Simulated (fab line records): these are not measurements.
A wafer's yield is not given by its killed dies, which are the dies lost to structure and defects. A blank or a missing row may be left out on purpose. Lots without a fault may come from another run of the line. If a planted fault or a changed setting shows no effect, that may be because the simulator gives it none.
Matching of chambers | flow n5_finfet | 4 sister chambers for N5_FIN_SAQP_SPACER2_ALD_28 on ald_sin-04
The step deposits SiO2, target thk 8.1 nm, pulse time 1 s, purge time 2 s. 8 wafers are shown with their chamber, then 10 later ones without.

## WAFERS PAIRED WITH THEIR CHAMBERS
wafer  | chamber | heater_power_w (W) | chamber_pressure_Torr (Torr)
L076.1 | 3       | 449                | 2.002
L080.6 | 2       | 551                | 2.008
L083.1 | 1       | 472                | 2.000
L083.5 | 3       | 452                | 1.994
L088.1 | 2       | 555                | 2.000
L088.5 | 0       | 505                | 1.994
L090.2 | 0       | 507                | 1.993
L090.3 | 1       | 464                | 1.996

## WAFERS WITHOUT THEIR CHAMBER
wafer  | heater_power_w (W) | chamber_pressure_Torr (Torr)
L090.4 | 449                | 2.004
L094.1 | 467                | 2.010
L094.5 | 462                | 2.000
L094.6 | 503                | 1.999
L096.1 | 450                | 2.001
L096.3 | 499                | 2.003
L096.5 | 479                | 1.998
L097.1 | 433                | 1.998
L097.2 | 508                | 2.006
L097.3 | 474                | 2.004

## WHICH CHAMBER EACH ONE RAN IN
wafer  | from the rows above     | in truth
L090.4 | 3                       | 3
L094.1 | 1                       | 1
L094.5 | can't be placed: 1 or 3 | 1
L094.6 | 0                       | 0
L096.1 | 3                       | 3
L096.3 | 0                       | 0
L096.5 | 1                       | 1
L097.1 | 3                       | 3
L097.2 | 0                       | 0
L097.3 | 1                       | 1
Correct placement for 9 of the 10. Unplaceable from these rows: 1, with the true chamber sitting among the candidates in 1. Placed wrongly: 0.
How it was worked out, from the rows above alone: a wafer's distance from a chamber is the root of the sum, over the readings, of the square of ((its reading less the chamber's mean) divided by the reading's scatter). The wafer belongs to the nearest chamber; if the next one is less than 2 further off, it can't be placed. For every chamber, the mean is computed from those of its wafers that are shown. How the scatter is found: for the shown wafers, subtract from each reading the mean of its chamber, square and add these, divide the total by (wafers less chambers), then take the root.
